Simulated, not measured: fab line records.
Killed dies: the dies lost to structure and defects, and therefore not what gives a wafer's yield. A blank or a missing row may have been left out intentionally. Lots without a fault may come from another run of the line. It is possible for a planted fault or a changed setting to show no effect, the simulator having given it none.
Which tool is to blame?    flow n5-finfet    11 lots, 33 wafers sampled, at 5 steps of a route of 1938

## WHAT EACH GAUGE READ, for each wafer
N5_BEOL_M4_RC_MEAS_101.
lot   measured      on         DIBL_N (mV/V)   DIBL_P (mV/V)   IOFF_N (nA/um)     IOFF_P (nA/um)     ION_N (uA/um)  ION_P (uA/um)  SS_N (mV/dec)   SS_P (mV/dec)   VT_N (mV)          VT_P (mV)
L855  day 8 02:14   prober-02  34.6 38.2 37.1  35.1 38.6 37.4  0.131 0.191 0.174  0.195 0.252 0.229  667 680 672    460 464 459    71.7 72.2 71.7  73.3 74.6 74.0  250.4 245.9 247.3  -252.1 -250.6 -249.8
L856  day 8 04:57   prober-02  34.9 34.1 35.3  33.6 33.5 35.0  0.130 0.120 0.145  0.184 0.181 0.213  652 660 664    452 455 463    71.9 71.0 71.7  72.2 72.6 72.7  256.1 254.3 251.9  -249.7 -250.7 -250.3
L857  day 8 14:56   prober-02  35.3 35.4 36.0  34.0 34.6 36.0  0.146 0.144 0.163  0.207 0.206 0.232  672 670 688    469 462 475    71.8 71.1 72.0  72.6 73.0 73.2  252.7 250.4 248.6  -248.6 -247.5 -247.8
L860  day 8 23:53   prober-01  32.8 35.5 35.6  34.9 37.1 37.1  0.126 0.165 0.161  0.168 0.200 0.208  663 671 668    453 456 459    71.3 71.5 72.1  73.3 73.6 73.6  254.2 250.1 251.3  -257.0 -254.1 -250.2
L859  day 9 06:42   prober-01  36.1 36.0 35.6  36.3 36.4 36.0  0.168 0.163 0.172  0.217 0.207 0.213  675 676 673    460 458 457    72.0 71.1 71.3  73.0 73.4 73.2  247.6 250.3 248.9  -250.3 -251.0 -250.2
L866  day 11 08:32  prober-01  33.6 34.7 33.2  36.2 37.1 35.7  0.151 0.157 0.140  0.208 0.220 0.197  674 673 665    467 465 463    71.8 71.6 71.6  72.9 74.4 73.1  248.0 249.8 250.3  -249.2 -249.0 -251.5
L867  day 11 05:29  prober-02  36.2 35.2 37.1  34.6 33.5 35.2  0.138 0.123 0.146  0.180 0.166 0.188  671 666 672    461 453 462    70.9 70.5 71.4  72.2 72.1 72.7  249.2 253.1 251.4  -253.5 -256.0 -252.9
L870  day 12 10:29  prober-02  35.5 36.6 37.5  36.6 37.4 38.9  0.145 0.164 0.188  0.221 0.237 0.267  674 683 684    471 474 476    71.6 72.0 71.8  73.2 73.5 73.9  250.0 247.9 245.9  -247.2 -245.8 -244.8
L872  day 12 11:29  prober-02  36.4 35.6 35.2  35.5 35.2 34.7  0.143 0.139 0.133  0.189 0.183 0.179  663 666 671    457 455 466    72.0 71.2 70.8  73.6 72.5 72.3  251.3 253.8 253.2  -252.0 -253.8 -254.1
L873  day 12 15:20  prober-02  34.5 34.9 34.1  34.7 35.5 34.6  0.131 0.134 0.125  0.146 0.149 0.140  660 680 658    448 456 445    71.4 71.4 71.2  72.9 73.7 72.8  254.0 254.3 251.2  -258.7 -256.1 -257.9
L877  day 13 18:04  prober-01  35.9 37.2 34.9  35.7 35.9 34.2  0.155 0.157 0.132  0.183 0.196 0.171  679 670 666    461 454 451    71.4 71.7 70.5  72.8 73.5 73.4  248.4 250.7 252.3  -253.1 -252.3 -254.2

## WHICH TOOL RAN EACH LOT (tool, then ch and the chambers of the sampled wafers, then the start)
lot   N5_BEOL_M1_ANNEAL_89          N5_BEOL_M1_SPUTTER_92         N5_BEOL_M1_ANNEAL_93          N5_BEOL_M1_ANNEAL_95
L855  pvd-sputter-01, day 6 10:20   pvd-sputter-01, day 6 10:41   pvd-sputter-01, day 6 10:46   pvd-sputter-01, day 6 10:59
L856  pvd-sputter-01, day 6 15:09   pvd-sputter-01, day 6 15:31   pvd-sputter-01, day 6 15:35   pvd-sputter-01, day 6 15:49
L857  pvd-sputter-03, day 7 02:15   pvd-sputter-03, day 7 02:37   pvd-sputter-03, day 7 02:41   pvd-sputter-03, day 7 02:55
L860  pvd-sputter-03, day 7 14:14   pvd-sputter-03, day 7 14:36   pvd-sputter-03, day 7 14:41   pvd-sputter-03, day 7 14:54
L859  pvd-sputter-01, day 7 18:05   pvd-sputter-01, day 7 18:26   pvd-sputter-01, day 7 18:31   pvd-sputter-01, day 7 18:44
L866  pvd-sputter-03, day 9 14:40   pvd-sputter-03, day 9 15:01   pvd-sputter-03, day 9 15:06   pvd-sputter-03, day 9 15:19
L867  pvd-sputter-02, day 9 17:16   pvd-sputter-02, day 9 17:38   pvd-sputter-02, day 9 17:43   pvd-sputter-02, day 9 17:56
L870  pvd-sputter-02, day 10 12:14  pvd-sputter-02, day 10 12:35  pvd-sputter-02, day 10 12:40  pvd-sputter-02, day 10 12:53
L872  pvd-sputter-03, day 10 18:05  pvd-sputter-03, day 10 18:27  pvd-sputter-03, day 10 18:32  pvd-sputter-03, day 10 18:45
L873  pvd-sputter-03, day 10 20:45  pvd-sputter-03, day 10 21:07  pvd-sputter-03, day 10 21:11  pvd-sputter-03, day 10 21:25
L877  pvd-sputter-01, day 12 04:29  pvd-sputter-01, day 12 04:51  pvd-sputter-01, day 12 04:56  pvd-sputter-01, day 12 05:09
- N5_BEOL_M1_ANNEAL_89: time 240 s.
- N5_BEOL_M1_SPUTTER_92: material Cu, target thk 4.5 nm, time 8.29 s.
- N5_BEOL_M1_ANNEAL_93: time 240 s.
- N5_BEOL_M1_ANNEAL_95: time 240 s.

## WHAT THE TOOLS THEMSELVES READ (means of the sampled wafers that have a number; where no wafer has one, the mark that the record gives instead)
N5_BEOL_M1_ANNEAL_89.
lot   tool            heater-power-w (W)
L855  pvd-sputter-01  744
L856  pvd-sputter-01  803
L857  pvd-sputter-03  781
L860  pvd-sputter-03  729
L859  pvd-sputter-01  773
L866  pvd-sputter-03  743
L867  pvd-sputter-02  787
L870  pvd-sputter-02  811
L872  pvd-sputter-03  769
L873  pvd-sputter-03  779
L877  pvd-sputter-01  758

N5_BEOL_M1_SPUTTER_92.
lot   tool            chamber-pressure-pa (Pa)  chuck-gas-flow-sccm (sccm)  throttle-valve-pct (%)
L855  pvd-sputter-01  0.07002                   1.23                        30.7
L856  pvd-sputter-01  0.07007                   1.24                        29.7
L857  pvd-sputter-03  0.07007                   1.29                        30.2
L860  pvd-sputter-03  0.06999                   1.24                        30.2
L859  pvd-sputter-01  0.07003                   1.26                        30.3
L866  pvd-sputter-03  0.06995                   1.31                        30.3
L867  pvd-sputter-02  0.07008                   1.28                        29.2
L870  pvd-sputter-02  0.06992                   1.30                        29.1
L872  pvd-sputter-03  0.05581                   1.19                        34.0
L873  pvd-sputter-03  0.05585                   1.29                        34.2
L877  pvd-sputter-01  0.07002                   1.18                        30.7

N5_BEOL_M1_ANNEAL_93.
lot   tool            heater-power-w (W)
L855  pvd-sputter-01  751
L856  pvd-sputter-01  804
L857  pvd-sputter-03  782
L860  pvd-sputter-03  733
L859  pvd-sputter-01  761
L866  pvd-sputter-03  760
L867  pvd-sputter-02  788
L870  pvd-sputter-02  819
L872  pvd-sputter-03  790
L873  pvd-sputter-03  773
L877  pvd-sputter-01  755

N5_BEOL_M1_ANNEAL_95.
lot   tool            heater-power-w (W)
L855  pvd-sputter-01  767
L856  pvd-sputter-01  815
L857  pvd-sputter-03  785
L860  pvd-sputter-03  734
L859  pvd-sputter-01  770
L866  pvd-sputter-03  737
L867  pvd-sputter-02  775
L870  pvd-sputter-02  810
L872  pvd-sputter-03  782
L873  pvd-sputter-03  784
L877  pvd-sputter-01  745

## THE ANSWER, worked out from the rows above alone
Rule: the usual values come from the lots themselves. Put in order of their means at a reading, lots are off if they are a third of the lots or fewer, leave a main group of 4 or more, and stand apart from it by a gap of 3 or more times the standard deviation of the main group's means; of several such gaps the widest counts. If all means in a main group match to the digits the tables above print for the reading, that group is not used. Also off: a lot with no number at a reading for which 4 or more lots have one. Where the step has rows for the other lots, those lots are counted as sound. The gauges are gone through in route order, then the tools' own readings, and for those a lot's mean is taken as printed above. The first step at which some lot is off is used, and at that step the reading that is off furthest; a lot without a number counts as furthest.
Off, at N5_BEOL_M1_SPUTTER_92 on chamber-pressure-pa: L872, L873. Mean 0.07002 Pa and standard deviation 5.2e-05 in the main group.
A tool fits if, at that step or a process step before it, it ran every lot that is off, and no sound lot after the first of them. One fits: pvd-sputter-03 at N5_BEOL_M1_ANNEAL_89 and N5_BEOL_M1_SPUTTER_92. At N5_BEOL_M1_ANNEAL_89 its last sound lot is L866 (day 9 14:40), its first lot that is off L872 (day 10 18:05): a fault that began between those two fits.

## WHAT THE SIMULATOR HAD INSERTED
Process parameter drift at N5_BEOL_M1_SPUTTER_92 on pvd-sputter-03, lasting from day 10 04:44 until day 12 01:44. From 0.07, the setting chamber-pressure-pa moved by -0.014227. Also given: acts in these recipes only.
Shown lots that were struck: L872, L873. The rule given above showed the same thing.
